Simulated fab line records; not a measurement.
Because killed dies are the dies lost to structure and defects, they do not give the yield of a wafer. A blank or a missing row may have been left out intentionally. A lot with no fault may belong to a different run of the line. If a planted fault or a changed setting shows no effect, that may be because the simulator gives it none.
Which tool is to blame? + flow n5Finfet + 10 lots with 30 wafers sampled at 5 steps, on a route of 1938 steps

WHAT THE GAUGES SHOWED, per wafer
N5_SD_EPI_P_EPI_MEAS_23. Usual: thkNm at 60.9 nm, with a standard deviation of 1.3.
| lot  | measured    | on           | thkNm (nm)     | flag |
|------|-------------|--------------|----------------|------|
| L364 | day 3 22:27 | filmMetro-01 | 62.4 62.8 62.7 |      |
| L365 | day 4 05:05 | filmMetro-02 | 62.7 61.4 60.9 |      |
| L366 | day 4 11:04 | filmMetro-01 | 59.5 59.9 60.6 |      |
| L369 | day 5 06:55 | filmMetro-02 | 61.3 62.2 61.5 |      |
| L370 | day 5 10:42 | filmMetro-02 | 60.8 61.0 61.2 |      |
| L373 | day 6 02:41 | filmMetro-01 | 61.7 62.0 58.8 |      |
| L374 | day 6 12:06 | filmMetro-01 | 61.6 60.6 61.6 |      |
| L380 | day 7 21:32 | filmMetro-01 | 50.0 51.5 49.1 | OFF  |
| L381 | day 8 05:02 | filmMetro-02 | 50.9 51.6 52.8 | OFF  |
| L385 | day 9 05:50 | filmMetro-02 | 61.4 59.9 59.4 |      |

WHAT TOOL EACH LOT RAN ON (gives the tool, then ch and the chambers of the sampled wafers, and finally the start)
| lot  | N5_SD_EPI_P_DESCUM_14            | N5_SD_EPI_P_ETCH_36              | N5_SD_EPI_P_ETCHBACK_46          | N5_SD_EPI_P_EPI_21            |
|------|----------------------------------|----------------------------------|----------------------------------|-------------------------------|
| L364 | rieDiel-04 ch 1,2,3, day 3 18:54 | rieDiel-04 ch 1,2,3, day 3 18:56 | rieDiel-04 ch 1,2,3, day 3 19:19 | epiRpcvd-03 ch 0, day 3 20:37 |
| L365 | rieDiel-01 ch 0,2,3, day 4 01:15 | rieDiel-01 ch 0,2,3, day 4 01:17 | rieDiel-01 ch 0,2,3, day 4 01:40 | epiRpcvd-03 ch 0, day 4 03:57 |
| L366 | rieDiel-02 ch 2,3, day 4 06:40   | rieDiel-02 ch 2,3, day 4 06:43   | rieDiel-02 ch 2,3, day 4 07:05   | epiRpcvd-04 ch 0, day 4 08:08 |
| L369 | rieDiel-02 ch 1,2,3, day 5 03:22 | rieDiel-02 ch 1,2,3, day 5 03:24 | rieDiel-02 ch 1,2,3, day 5 03:47 | epiRpcvd-02 ch 0, day 5 05:04 |
| L370 | rieDiel-01 ch 0,1,2, day 5 07:09 | rieDiel-01 ch 0,1,2, day 5 07:11 | rieDiel-01 ch 0,1,2, day 5 07:34 | epiRpcvd-03 ch 0, day 5 08:52 |
| L373 | rieDiel-04 ch 1,3, day 5 23:08   | rieDiel-04 ch 1,3, day 5 23:10   | rieDiel-04 ch 1,3, day 5 23:33   | epiRpcvd-02 ch 0, day 6 00:29 |
| L374 | rieDiel-02 ch 0,2, day 6 07:43   | rieDiel-02 ch 0,2, day 6 07:45   | rieDiel-02 ch 0,2, day 6 08:08   | epiRpcvd-03 ch 0, day 6 09:40 |
| L380 | rieDiel-04 ch 0,2,3, day 7 17:58 | rieDiel-04 ch 0,2,3, day 7 18:00 | rieDiel-04 ch 0,2,3, day 7 18:23 | epiRpcvd-03 ch 0, day 7 20:03 |
| L381 | rieDiel-01 ch 1,2, day 8 01:29   | rieDiel-01 ch 1,2, day 8 01:31   | rieDiel-01 ch 1,2, day 8 01:54   | epiRpcvd-03 ch 0, day 8 02:50 |
| L385 | rieDiel-04 ch 1,2,3, day 9 01:26 | rieDiel-04 ch 1,2,3, day 9 01:28 | rieDiel-04 ch 1,2,3, day 9 01:51 | epiRpcvd-04 ch 0, day 9 02:54 |
- N5_SD_EPI_P_DESCUM_14: chemistry O2, time 7.9 s.
- N5_SD_EPI_P_ETCH_36: etches SiARC in CF4, target depth 45.5 nm, time 75.8 s.
- N5_SD_EPI_P_ETCHBACK_46: etches SiNx in CH3F/O2, stops on SiO2, target depth 17.5 nm.
- N5_SD_EPI_P_EPI_21: deposits SiGe:B, time 355 s.

AS READ BY THE TOOLS THEMSELVES (means over the sampled wafers that have a number; for cases with no such wafer, the mark the record gives instead)
N5_SD_EPI_P_DESCUM_14. Usual: biasPowerW 20.00 W, standard deviation 0.057; drypumpMotorCurrentA 5.4 A, standard deviation 0.45; oesProductAu 0.75 a.u., standard deviation 0.05; rfVppV 243.8 V, standard deviation 1.4; showerheadPlenumPTorr 2.13 Torr, standard deviation 0.067; throttleValvePct 20.45 %, standard deviation 0.21.
| lot  | tool       | biasPowerW (W) | drypumpMotorCurrentA (A) | oesProductAu (a.u.) | rfVppV (V) | showerheadPlenumPTorr (Torr) | throttleValvePct (%) | flag |
|------|------------|----------------|--------------------------|---------------------|------------|------------------------------|----------------------|------|
| L364 | rieDiel-04 | 19.99          | 5.7                      | 0.74                | 241.9      | 2.06                         | 20.38                |      |
| L365 | rieDiel-01 | 19.95          | 5.0                      | 0.78                | 244.2      | 2.16                         | 20.32                |      |
| L366 | rieDiel-02 | 19.94          | 5.3                      | 0.86                | 245.0      | 2.21                         | 20.33                |      |
| L369 | rieDiel-02 | 20.01          | 5.1                      | 0.83                | 244.8      | 2.21                         | 20.36                |      |
| L370 | rieDiel-01 | 20.04          | 5.4                      | 0.76                | 243.4      | 2.15                         | 20.50                |      |
| L373 | rieDiel-04 | 20.05          | 6.0                      | 0.72                | 241.5      | 2.02                         | 20.39                |      |
| L374 | rieDiel-02 | 20.03          | 4.9                      | 0.75                | 244.7      | 2.18                         | 20.62                |      |
| L380 | rieDiel-04 | 19.99          | 5.7                      | 0.73                | 244.0      | 2.11                         | 20.51                |      |
| L381 | rieDiel-01 | 19.97          | 5.5                      | 0.72                | 242.9      | 2.14                         | 20.68                |      |
| L385 | rieDiel-04 | 19.99          | 5.8                      | 0.71                | 242.3      | 2.05                         | 20.41                |      |

N5_SD_EPI_P_ETCH_36. Usual: drypumpMotorCurrentA 5.4 A, standard deviation 0.45; etchRfOnTimeS 76.1 s, standard deviation 1.3; oesProductAu 0.64 a.u., standard deviation 0.045; rfVppV 184.5 V, standard deviation 1.2; showerheadPlenumPTorr 2.18 Torr, standard deviation 0.065; throttleValvePct 15.64 %, standard deviation 0.2.
| lot  | tool       | drypumpMotorCurrentA (A) | etchRfOnTimeS (s) | oesProductAu (a.u.) | rfVppV (V) | showerheadPlenumPTorr (Torr) | throttleValvePct (%) | flag |
|------|------------|--------------------------|-------------------|---------------------|------------|------------------------------|----------------------|------|
| L364 | rieDiel-04 | 5.7                      | 76.1              | 0.64                | 182.7      | 2.11                         | 15.58                |      |
| L365 | rieDiel-01 | 5.0                      | 74.1              | 0.67                | 184.6      | 2.21                         | 15.50                |      |
| L366 | rieDiel-02 | 5.3                      | 75.9              | 0.73                | 186.7      | 2.26                         | 15.49                |      |
| L369 | rieDiel-02 | 5.1                      | 75.3              | 0.71                | 186.0      | 2.25                         | 15.52                |      |
| L370 | rieDiel-01 | 5.4                      | 74.8              | 0.65                | 184.7      | 2.20                         | 15.66                |      |
| L373 | rieDiel-04 | 5.9                      | 75.7              | 0.62                | 183.0      | 2.08                         | 15.63                |      |
| L374 | rieDiel-02 | 5.0                      | 76.8              | 0.64                | 185.2      | 2.23                         | 15.78                |      |
| L380 | rieDiel-04 | 5.7                      | 76.6              | 0.62                | 184.1      | 2.16                         | 15.71                |      |
| L381 | rieDiel-01 | 5.5                      | 75.3              | 0.62                | 185.2      | 2.19                         | 15.87                |      |
| L385 | rieDiel-04 | 5.8                      | 76.6              | 0.61                | 183.9      | 2.10                         | 15.66                |      |

N5_SD_EPI_P_ETCHBACK_46. Usual: drypumpMotorCurrentA 5.4 A, standard deviation 0.45; oes_ar_750_au 0.75 a.u., standard deviation 0.049; oesProductAu 0.64 a.u., standard deviation 0.041; rfVppV 298.2 V, standard deviation 2.9; showerheadPlenumPTorr 2.04 Torr, standard deviation 0.063; throttleValvePct 16.38 %, standard deviation 0.2.
| lot  | tool       | drypumpMotorCurrentA (A) | oes_ar_750_au (a.u.) | oesProductAu (a.u.) | rfVppV (V) | showerheadPlenumPTorr (Torr) | throttleValvePct (%) | flag |
|------|------------|--------------------------|----------------------|---------------------|------------|------------------------------|----------------------|------|
| L364 | rieDiel-04 | 5.7                      | 0.75                 | 0.64                | 295.5      | 1.98                         | 16.31                |      |
| L365 | rieDiel-01 | 5.0                      | 0.78                 | 0.67                | 297.3      | 2.06                         | 16.22                |      |
| L366 | rieDiel-02 | 5.3                      | 0.86                 | 0.74                | 299.5      | 2.12                         | 16.25                |      |
| L369 | rieDiel-02 | 5.1                      | 0.83                 | 0.71                | 297.9      | 2.11                         | 16.28                |      |
| L370 | rieDiel-01 | 5.4                      | 0.76                 | 0.65                | 297.5      | 2.06                         | 16.38                |      |
| L373 | rieDiel-04 | 5.9                      | 0.73                 | 0.62                | 295.8      | 1.94                         | 16.35                |      |
| L374 | rieDiel-02 | 4.9                      | 0.76                 | 0.65                | 299.6      | 2.09                         | 16.54                |      |
| L380 | rieDiel-04 | 5.7                      | 0.73                 | 0.63                | 299.3      | 2.02                         | 16.44                |      |
| L381 | rieDiel-01 | 5.5                      | 0.74                 | 0.62                | 297.8      | 2.04                         | 16.59                |      |
| L385 | rieDiel-04 | 5.8                      | 0.72                 | 0.61                | 296.5      | 1.96                         | 16.39                |      |

N5_SD_EPI_P_EPI_21. Usual: susceptor_temp_C_max at 551.1, with a standard deviation of 0.45.
| lot  | tool        | susceptor_temp_C_max | flag |
|------|-------------|----------------------|------|
| L364 | epiRpcvd-03 | 550.6                |      |
| L365 | epiRpcvd-03 | 550.5                |      |
| L366 | epiRpcvd-04 | 551.9                |      |
| L369 | epiRpcvd-02 | 551.5                |      |
| L370 | epiRpcvd-03 | 550.9                |      |
| L373 | epiRpcvd-02 | 551.0                |      |
| L374 | epiRpcvd-03 | 550.8                |      |
| L380 | epiRpcvd-03 | 550.8                |      |
| L381 | epiRpcvd-03 | 551.0                |      |
| L385 | epiRpcvd-04 | 551.6                |      |

THE ANSWER, worked out from the rows above alone
Rule: a lot counts as off when the mean over its wafers that have a number is more than 3 standard deviations away from the usual mean. A lot without any number at a reading at which 4 lots or more have one is off too. The other lots that the step has rows for count as sound. After the gauges, taken in route order, come the tools' own readings; for these a lot's mean is taken, as printed above. At the first step where some lot is off, the reading lying furthest off is the one used; lots without a number count as furthest.
Off: L380, L381 (N5_SD_EPI_P_EPI_MEAS_23, thkNm).
A tool fits if, at a process step before that reading, it ran every lot that is off, and no sound lot after the first of them. Those tools and the gauges at N5_SD_EPI_P_EPI_MEAS_23 are tried in the same way. One candidate fits, namely epiRpcvd-03 at N5_SD_EPI_P_EPI_21. Its last sound lot is L374 (day 6 09:40), its first lot that is off L380 (day 7 20:03): a fault that began between those two fits.

WHAT THE SIMULATOR HAD PUT IN
Site profile drift: epiRpcvd-03, from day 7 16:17 on, at N5_SD_EPI_P_EPI_21. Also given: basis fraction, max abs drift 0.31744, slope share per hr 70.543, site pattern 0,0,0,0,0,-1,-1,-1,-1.
Shown lots that were struck: L380, L381. This agrees with what the rule above found.
